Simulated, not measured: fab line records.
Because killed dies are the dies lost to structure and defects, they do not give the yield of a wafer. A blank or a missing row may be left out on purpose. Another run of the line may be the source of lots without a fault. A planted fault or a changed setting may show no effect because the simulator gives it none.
Which tool is to blame? | flow n5Finfet | 22 lots with 66 wafers sampled at 6 steps, on a route of 1938 steps

== WHAT THE GAUGES SHOWED, per wafer ==
N5_DUMMY_GATE_CD_MEAS_24: the cd target is 15 nm.
lot  | measured    | on       | cdNm (nm)
L074 | day 2 23:37 | cdSem-03 | 14.76 15.09 14.63
L075 | day 3 04:27 | cdSem-02 | 14.98 14.67 14.77
L076 | day 3 12:34 | cdSem-03 | 15.10 14.68 14.51
L077 | day 3 19:20 | cdSem-01 | 14.86 14.80 14.74
L078 | day 3 22:01 | cdSem-03 | 14.99 15.05 15.62
L079 | day 4 05:20 | cdSem-03 | 15.37 14.99 14.82
L080 | day 4 09:32 | cdSem-03 | 15.14 14.94 14.83
L081 | day 4 17:03 | cdSem-03 | 15.06 14.88 14.44
L082 | day 5 04:27 | cdSem-01 | 14.98 15.10 15.00
L084 | day 5 13:26 | cdSem-02 | 14.80 15.37 15.06
L085 | day 5 18:46 | cdSem-02 | 14.72 14.95 14.56
L086 | day 6 01:41 | cdSem-02 | 15.23 15.19 14.82
L087 | day 6 05:36 | cdSem-03 | 15.36 15.31 14.26
L088 | day 6 10:20 | cdSem-01 | 15.06 14.73 14.94
L089 | day 6 19:14 | cdSem-01 | 14.79 14.42 14.77
L090 | day 6 23:26 | cdSem-01 | 14.73 15.68 14.91
L091 | day 7 06:28 | cdSem-02 | 15.38 14.85 14.81
L093 | day 7 17:46 | cdSem-03 | 15.51 14.72 15.19
L094 | day 7 22:28 | cdSem-02 | 14.75 15.00 14.78
L095 | day 8 05:43 | cdSem-01 | 15.36 15.09 15.72
L096 | day 8 12:47 | cdSem-03 | 15.12 15.46 14.38
L097 | day 8 16:52 | cdSem-01 | 15.16 15.18 14.85

== WHAT TOOL EACH LOT RAN ON (gives the tool, then ch and the chambers of the sampled wafers, and finally the start) ==
lot  | N5_STI_FIN_REVEAL_ALD_00        | N5_STI_FIN_REVEAL_STRIP_24       | N5_DUMMY_GATE_ETCH_29            | N5_DUMMY_GATE_ETCH_37            | N5_DUMMY_GATE_STRIP_41
L074 | aldSin-03 ch 0,2,3, day 2 04:57 | rieDiel-04 ch 0,1,3, day 2 10:37 | rieDiel-06 ch 0,1, day 2 22:48   | rieDiel-06 ch 0,1, day 2 22:53   | rieDiel-06 ch 1,2,3, day 2 23:13
L075 | aldSin-01 ch 0,2, day 2 10:11   | rieDiel-04 ch 0,2,3, day 2 15:56 | rieDiel-01 ch 0,1, day 3 03:38   | rieDiel-01 ch 0,1, day 3 03:43   | rieDiel-01 ch 0,1,2, day 3 04:03
L076 | aldSin-01 ch 0,1, day 2 15:49   | rieDiel-05 ch 2,3, day 2 21:29   | rieDiel-02 ch 0,3, day 3 11:46   | rieDiel-02 ch 0,3, day 3 11:50   | rieDiel-01 ch 0,2,3, day 3 12:10
L077 | aldSin-01 ch 0,1,3, day 2 22:24 | rieDiel-05 ch 2,3, day 3 04:42   | rieDiel-02 ch 1,3, day 3 18:32   | rieDiel-02 ch 1,3, day 3 18:37   | rieDiel-02 ch 1,2, day 3 18:56
L078 | aldSin-03 ch 0,1,2, day 3 03:11 | rieDiel-03 ch 0,1,2, day 3 09:26 | rieDiel-06 ch 0,1,2, day 3 21:13 | rieDiel-06 ch 0,1,2, day 3 21:18 | rieDiel-06 ch 0,1,3, day 3 21:37
L079 | aldSin-02 ch 0,1, day 3 09:11   | rieDiel-04 ch 0,2, day 3 15:00   | rieDiel-01 ch 0,2,3, day 4 04:31 | rieDiel-01 ch 0,2,3, day 4 04:36 | rieDiel-01 ch 0,1, day 4 04:56
L080 | aldSin-03 ch 1,2,3, day 3 15:16 | rieDiel-05 ch 1,2,3, day 3 20:57 | rieDiel-02 ch 1,2,3, day 4 08:43 | rieDiel-02 ch 1,2,3, day 4 08:47 | rieDiel-06 ch 1,2,3, day 4 09:08
L081 | aldSin-01 ch 1,2,3, day 3 21:25 | rieDiel-05 ch 1,2,3, day 4 03:52 | rieDiel-01 ch 0,2,3, day 4 16:05 | rieDiel-01 ch 0,2,3, day 4 16:10 | rieDiel-02 ch 0,1, day 4 16:38
L082 | aldSin-01 ch 0,2,3, day 4 04:25 | rieDiel-03 ch 1,2,3, day 4 10:12 | rieDiel-02 ch 0,1, day 5 03:38   | rieDiel-02 ch 0,1, day 5 03:43   | rieDiel-01 ch 0,2,3, day 5 04:03
L084 | aldSin-02 ch 0,3, day 4 18:08   | rieDiel-05 ch 0,3, day 4 23:50   | rieDiel-02 ch 2,3, day 5 12:34   | rieDiel-02 ch 2,3, day 5 12:38   | rieDiel-01 ch 1,2, day 5 13:02
L085 | aldSin-02 ch 0,1,3, day 4 22:21 | rieDiel-04 ch 0,2,3, day 5 04:11 | rieDiel-01 ch 0,1,3, day 5 17:57 | rieDiel-01 ch 0,1,3, day 5 18:02 | rieDiel-01 ch 0,1,3, day 5 18:21
L086 | aldSin-02 ch 1,2,3, day 5 07:13 | rieDiel-05 ch 1,2, day 5 12:59   | rieDiel-06 ch 0,3, day 6 00:53   | rieDiel-06 ch 0,3, day 6 00:58   | rieDiel-06 ch 0,1,3, day 6 01:17
L087 | aldSin-02 ch 0,2,3, day 5 10:43 | rieDiel-04 ch 1,2,3, day 5 16:22 | rieDiel-01 ch 1,3, day 6 04:47   | rieDiel-01 ch 1,3, day 6 04:52   | rieDiel-01 ch 1,2,3, day 6 05:11
L088 | aldSin-03 ch 0,1, day 5 15:49   | rieDiel-05 ch 0,3, day 5 21:29   | rieDiel-01 ch 1,2, day 6 09:18   | rieDiel-01 ch 1,2, day 6 09:23   | rieDiel-02 ch 1,2, day 6 09:56
L089 | aldSin-01 ch 0,1,3, day 5 22:59 | rieDiel-03 ch 0,2,3, day 6 04:49 | rieDiel-02 ch 0,2,3, day 6 18:26 | rieDiel-02 ch 0,2,3, day 6 18:31 | rieDiel-02 ch 1,2,3, day 6 18:50
L090 | aldSin-03 ch 0,1,2, day 6 04:52 | rieDiel-04 ch 1,2, day 6 10:47   | rieDiel-06 ch 0,1,3, day 6 22:38 | rieDiel-06 ch 0,1,3, day 6 22:43 | rieDiel-06 ch 1,2,3, day 6 23:02
L091 | aldSin-01 ch 0,1, day 6 10:13   | rieDiel-05 ch 0,3, day 6 15:58   | rieDiel-06 ch 1,2, day 7 05:36   | rieDiel-06 ch 1,2, day 7 05:41   | rieDiel-06 ch 2,3, day 7 06:04
L093 | aldSin-02 ch 0,1, day 6 22:48   | rieDiel-03 ch 0,1,3, day 7 04:56 | rieDiel-02 ch 2,3, day 7 16:50   | rieDiel-02 ch 2,3, day 7 16:55   | rieDiel-01 ch 0,1, day 7 17:22
L094 | aldSin-02 ch 0,1,2, day 7 03:39 | rieDiel-03 ch 0,1,3, day 7 09:25 | rieDiel-06 ch 2,3, day 7 21:39   | rieDiel-06 ch 2,3, day 7 21:44   | rieDiel-06 ch 1,2,3, day 7 22:04
L095 | aldSin-02 ch 0,3, day 7 10:38   | rieDiel-03 ch 0,2, day 7 16:18   | rieDiel-06 ch 0,2,3, day 8 04:55 | rieDiel-06 ch 0,2,3, day 8 05:00 | rieDiel-06 ch 1,2,3, day 8 05:19
L096 | aldSin-02 ch 0,2,3, day 7 18:26 | rieDiel-03 ch 0,2,3, day 8 00:06 | rieDiel-01 ch 0,1,2, day 8 11:59 | rieDiel-01 ch 0,1,2, day 8 12:04 | rieDiel-06 ch 0,1, day 8 12:23
L097 | aldSin-03 ch 0,1, day 7 22:01   | rieDiel-04 ch 0,3, day 8 03:50   | rieDiel-01 ch 1,2,3, day 8 16:04 | rieDiel-01 ch 1,2,3, day 8 16:08 | rieDiel-02 ch 0,2,3, day 8 16:28
- N5_STI_FIN_REVEAL_ALD_00: deposits SiO2, target thk 1 nm, pulse time 1 s.
- N5_STI_FIN_REVEAL_STRIP_24: strips in N2/H2, time 90 s.
- N5_DUMMY_GATE_ETCH_29: etches underlayer in N2/H2, target depth 13 nm.
- N5_DUMMY_GATE_ETCH_37: etches SOC in N2/H2, target depth 60 nm, overetch 30 nm.
- N5_DUMMY_GATE_STRIP_41: strips in O2.

== AS READ BY THE TOOLS THEMSELVES (means over the sampled wafers that have a number; for cases with no such wafer, the mark the record gives instead) ==
N5_STI_FIN_REVEAL_ALD_00.
lot  | tool      | heaterPowerW (W) | precursorPulseHeightRel
L074 | aldSin-03 | 478              | 0.986
L075 | aldSin-01 | 497              | 1.006
L076 | aldSin-01 | 470              | 0.970
L077 | aldSin-01 | 496              | 1.001
L078 | aldSin-03 | 504              | 1.025
L079 | aldSin-02 | 447              | 1.001
L080 | aldSin-03 | 532              | 0.978
L081 | aldSin-01 | 507              | 1.011
L082 | aldSin-01 | 513              | 1.007
L084 | aldSin-02 | 494              | 1.006
L085 | aldSin-02 | 487              | 0.998
L086 | aldSin-02 | 489              | 1.005
L087 | aldSin-02 | 492              | 0.986
L088 | aldSin-03 | 498              | 0.992
L089 | aldSin-01 | 500              | 0.995
L090 | aldSin-03 | 499              | 0.997
L091 | aldSin-01 | 468              | 1.004
L093 | aldSin-02 | 452              | 0.997
L094 | aldSin-02 | 455              | 1.014
L095 | aldSin-02 | 499              | 0.993
L096 | aldSin-02 | 503              | 0.983
L097 | aldSin-03 | 503              | 1.009

N5_STI_FIN_REVEAL_STRIP_24.
lot  | tool       | drypumpMotorCurrentA (A) | n2FlowSccm (sccm) | oesProductAu (a.u.) | rfVppV (V) | showerheadPlenumPTorr (Torr) | throttleValvePct (%)
L074 | rieDiel-04 | 5.9                      | 299.4             | 0.72                | 46.1       | 3.37                         | 12.36
L075 | rieDiel-04 | 5.7                      | 299.9             | 0.70                | 45.8       | 3.35                         | 12.37
L076 | rieDiel-05 | 6.3                      | 300.0             | 0.83                | 44.8       | 3.38                         | 12.08
L077 | rieDiel-05 | 6.3                      | 299.6             | 0.82                | 44.9       | 3.38                         | 12.09
L078 | rieDiel-03 | 5.9                      | 300.1             | 0.77                | 46.0       | 3.43                         | 12.53
L079 | rieDiel-04 | 5.4                      | 299.5             | 0.69                | 45.2       | 3.38                         | 12.28
L080 | rieDiel-05 | 6.2                      | 300.2             | 0.77                | 46.0       | 3.38                         | 12.33
L081 | rieDiel-05 | 6.3                      | 300.3             | 0.77                | 46.5       | 3.38                         | 12.35
L082 | rieDiel-03 | 6.1                      | 299.5             | 0.75                | 45.2       | 3.42                         | 12.47
L084 | rieDiel-05 | 6.2                      | 301.0             | 0.83                | 44.8       | 3.37                         | 12.15
L085 | rieDiel-04 | 5.7                      | 299.8             | 0.68                | 44.9       | 3.33                         | 12.42
L086 | rieDiel-05 | 6.3                      | 300.5             | 0.74                | 44.5       | 3.32                         | 12.36
L087 | rieDiel-04 | 5.9                      | 300.6             | 0.69                | 44.6       | 3.30                         | 12.38
L088 | rieDiel-05 | 6.2                      | 300.0             | 0.77                | 44.9       | 3.43                         | 12.40
L089 | rieDiel-03 | 5.9                      | 300.4             | 0.80                | 46.3       | 3.44                         | 12.35
L090 | rieDiel-04 | 5.8                      | 298.8             | 0.70                | 45.6       | 3.36                         | 12.26
L091 | rieDiel-05 | 6.2                      | 298.8             | 0.77                | 46.3       | 3.43                         | 12.40
L093 | rieDiel-03 | 6.2                      | 299.9             | 0.89                | 45.4       | 3.39                         | 12.15
L094 | rieDiel-03 | 6.2                      | 299.0             | 0.87                | 45.4       | 3.39                         | 12.16
L095 | rieDiel-03 | 5.7                      | 299.7             | 0.80                | 45.3       | 3.44                         | 12.47
L096 | rieDiel-03 | 5.9                      | 299.9             | 0.78                | 45.9       | 3.43                         | 12.38
L097 | rieDiel-04 | 5.7                      | 299.9             | 0.66                | 44.7       | 3.38                         | 12.51

N5_DUMMY_GATE_ETCH_29.
lot  | tool       | drypumpMotorCurrentA (A) | n2FlowSccm (sccm) | oesProductAu (a.u.) | rfVppV (V) | showerheadPlenumPTorr (Torr) | throttleValvePct (%)
L074 | rieDiel-06 | 5.1                      | 200.0             | 0.80                | 522.2      | 2.49                         | 17.93
L075 | rieDiel-01 | 5.2                      | 199.5             | 0.80                | 521.0      | 2.46                         | 17.74
L076 | rieDiel-02 | 5.7                      | 199.6             | 0.86                | 526.0      | 2.61                         | 17.68
L077 | rieDiel-02 | 6.2                      | 200.2             | 0.81                | 522.6      | 2.49                         | 17.70
L078 | rieDiel-06 | 5.2                      | 199.9             | 0.78                | 522.2      | 2.49                         | 17.94
L079 | rieDiel-01 | 5.8                      | 200.0             | 0.77                | 520.9      | 2.48                         | 17.77
L080 | rieDiel-02 | 5.8                      | 200.0             | 0.79                | 522.3      | 2.48                         | 17.74
L081 | rieDiel-01 | 5.8                      | 199.8             | 0.77                | 521.9      | 2.48                         | 17.78
L082 | rieDiel-02 | 5.6                      | 200.0             | 0.87                | 526.0      | 2.62                         | 17.62
L084 | rieDiel-02 | 5.6                      | 199.7             | 0.79                | 523.1      | 2.51                         | 17.76
L085 | rieDiel-01 | 5.3                      | 200.3             | 0.76                | 522.9      | 2.51                         | 17.93
L086 | rieDiel-06 | 5.5                      | 200.5             | 0.73                | 522.8      | 2.51                         | 18.14
L087 | rieDiel-01 | 5.4                      | 200.1             | 0.71                | 524.3      | 2.56                         | 18.06
L088 | rieDiel-01 | 5.8                      | 199.5             | 0.74                | 525.0      | 2.57                         | 17.82
L089 | rieDiel-02 | 5.4                      | 200.3             | 0.81                | 524.4      | 2.56                         | 17.72
L090 | rieDiel-06 | 5.3                      | 200.2             | 0.73                | 522.0      | 2.47                         | 18.02
L091 | rieDiel-06 | 5.0                      | 199.3             | 0.76                | 521.8      | 2.44                         | 17.84
L093 | rieDiel-02 | 5.4                      | 200.2             | 0.77                | 522.1      | 2.47                         | 17.80
L094 | rieDiel-06 | 5.4                      | 200.0             | 0.70                | 519.9      | 2.42                         | 17.91
L095 | rieDiel-06 | 5.4                      | 200.1             | 0.71                | 522.4      | 2.46                         | 18.02
L096 | rieDiel-01 | 5.5                      | 199.7             | 0.74                | 523.4      | 2.50                         | 17.82
L097 | rieDiel-01 | 5.6                      | 200.8             | 0.71                | 524.5      | 2.56                         | 17.96

N5_DUMMY_GATE_ETCH_37.
lot  | tool       | drypumpMotorCurrentA (A) | n2FlowSccm (sccm) | oesProductAu (a.u.) | rfVppV (V) | showerheadPlenumPTorr (Torr) | throttleValvePct (%)
L074 | rieDiel-06 | 5.2                      | 200.5             | 0.63                | 522.9      | 2.49                         | 17.86
L075 | rieDiel-01 | 5.2                      | 199.8             | 0.63                | 521.4      | 2.46                         | 17.67
L076 | rieDiel-02 | 5.7                      | 199.9             | 0.67                | 526.0      | 2.61                         | 17.60
L077 | rieDiel-02 | 6.2                      | 200.2             | 0.64                | 522.2      | 2.49                         | 17.64
L078 | rieDiel-06 | 5.1                      | 199.9             | 0.61                | 522.0      | 2.49                         | 17.87
L079 | rieDiel-01 | 5.8                      | 199.9             | 0.61                | 521.7      | 2.48                         | 17.70
L080 | rieDiel-02 | 5.8                      | 200.0             | 0.63                | 522.3      | 2.49                         | 17.67
L081 | rieDiel-01 | 5.8                      | 199.5             | 0.60                | 521.9      | 2.48                         | 17.71
L082 | rieDiel-02 | 5.6                      | 199.4             | 0.68                | 525.7      | 2.62                         | 17.55
L084 | rieDiel-02 | 5.6                      | 199.8             | 0.62                | 523.0      | 2.51                         | 17.69
L085 | rieDiel-01 | 5.3                      | 199.5             | 0.59                | 522.3      | 2.51                         | 17.84
L086 | rieDiel-06 | 5.5                      | 200.1             | 0.57                | 523.9      | 2.51                         | 18.07
L087 | rieDiel-01 | 5.4                      | 200.3             | 0.57                | 523.9      | 2.56                         | 17.99
L088 | rieDiel-01 | 5.8                      | 200.2             | 0.58                | 525.2      | 2.57                         | 17.73
L089 | rieDiel-02 | 5.4                      | 199.9             | 0.64                | 524.7      | 2.56                         | 17.65
L090 | rieDiel-06 | 5.4                      | 199.9             | 0.59                | 521.7      | 2.47                         | 17.93
L091 | rieDiel-06 | 5.0                      | 200.4             | 0.60                | 520.3      | 2.44                         | 17.77
L093 | rieDiel-02 | 5.3                      | 200.3             | 0.60                | 522.0      | 2.47                         | 17.74
L094 | rieDiel-06 | 5.4                      | 199.6             | 0.55                | 520.4      | 2.42                         | 17.84
L095 | rieDiel-06 | 5.4                      | 200.1             | 0.57                | 521.3      | 2.46                         | 17.96
L096 | rieDiel-01 | 5.5                      | 199.9             | 0.59                | 522.7      | 2.50                         | 17.75
L097 | rieDiel-01 | 5.6                      | 199.4             | 0.56                | 524.7      | 2.56                         | 17.90

N5_DUMMY_GATE_STRIP_41.
lot  | tool       | drypumpMotorCurrentA (A) | oesProductAu (a.u.) | rfVppV (V) | showerheadPlenumPTorr (Torr) | throttleValvePct (%)
L074 | rieDiel-06 | 5.2                      | 0.77                | 3.8        | 2.01                         | 16.58
L075 | rieDiel-01 | 5.5                      | 0.78                | 4.0        | 2.08                         | 16.56
L076 | rieDiel-01 | 5.8                      | 0.77                | 3.5        | 2.05                         | 16.51
L077 | rieDiel-02 | 5.5                      | 0.79                | 4.0        | 2.01                         | 16.47
L078 | rieDiel-06 | 5.4                      | 0.75                | 3.3        | 2.04                         | 16.70
L079 | rieDiel-01 | 5.2                      | 0.79                | 3.8        | 2.03                         | 16.53
L080 | rieDiel-06 | 5.2                      | 0.76                | 3.8        | 2.01                         | 16.59
L081 | rieDiel-02 | 5.9                      | 0.84                | 3.5        | 2.09                         | 16.40
L082 | rieDiel-01 | 5.8                      | 0.76                | 3.6        | 2.04                         | 16.54
L084 | rieDiel-01 | 5.8                      | 0.75                | 3.7        | 2.13                         | 16.64
L085 | rieDiel-01 | 5.3                      | 0.74                | 3.4        | 2.06                         | 16.65
L086 | rieDiel-06 | 5.4                      | 0.74                | 3.7        | 2.03                         | 16.73
L087 | rieDiel-01 | 5.6                      | 0.72                | 3.9        | 2.11                         | 16.70
L088 | rieDiel-02 | 5.9                      | 0.78                | 4.0        | 2.01                         | 16.48
L089 | rieDiel-02 | 5.8                      | 0.78                | 3.5        | 2.04                         | 16.54
L090 | rieDiel-06 | 5.1                      | 0.74                | 3.2        | 2.00                         | 16.64
L091 | rieDiel-06 | 5.3                      | 0.70                | 3.7        | 1.99                         | 16.62
L093 | rieDiel-01 | 4.9                      | 0.74                | 3.5        | 2.09                         | 16.72
L094 | rieDiel-06 | 5.2                      | 0.74                | 3.6        | 2.00                         | 16.64
L095 | rieDiel-06 | 5.2                      | 0.73                | 4.0        | 2.00                         | 16.65
L096 | rieDiel-06 | 5.1                      | 0.75                | 3.6        | 2.04                         | 16.77
L097 | rieDiel-02 | 5.4                      | 0.80                | 4.0        | 2.11                         | 16.50

== THE ANSWER, worked out from the rows above alone ==
Rule: usual is defined by the lots themselves. Put in order of their means at a reading, lots are off if they are a third of the lots or fewer, leave a main group of 4 or more, and stand apart from it by a gap of 3 or more times the standard deviation of the main group's means; of several such gaps the widest counts. Not used: any main group whose means are identical at the precision the tables above print for the reading. Also off: a lot with no number at a reading for which 4 or more lots have one. Where the step has rows for the other lots, those lots are counted as sound. The gauges are gone through in route order, then the tools' own readings, and for those a lot's mean is taken as printed above. The first step at which some lot is off is used, and at that step the reading that is off furthest; a lot without a number counts as furthest.
No lot is off on any of the readings shown, so nothing can be concluded from this.

== WHAT THE SIMULATOR HAD PUT IN ==
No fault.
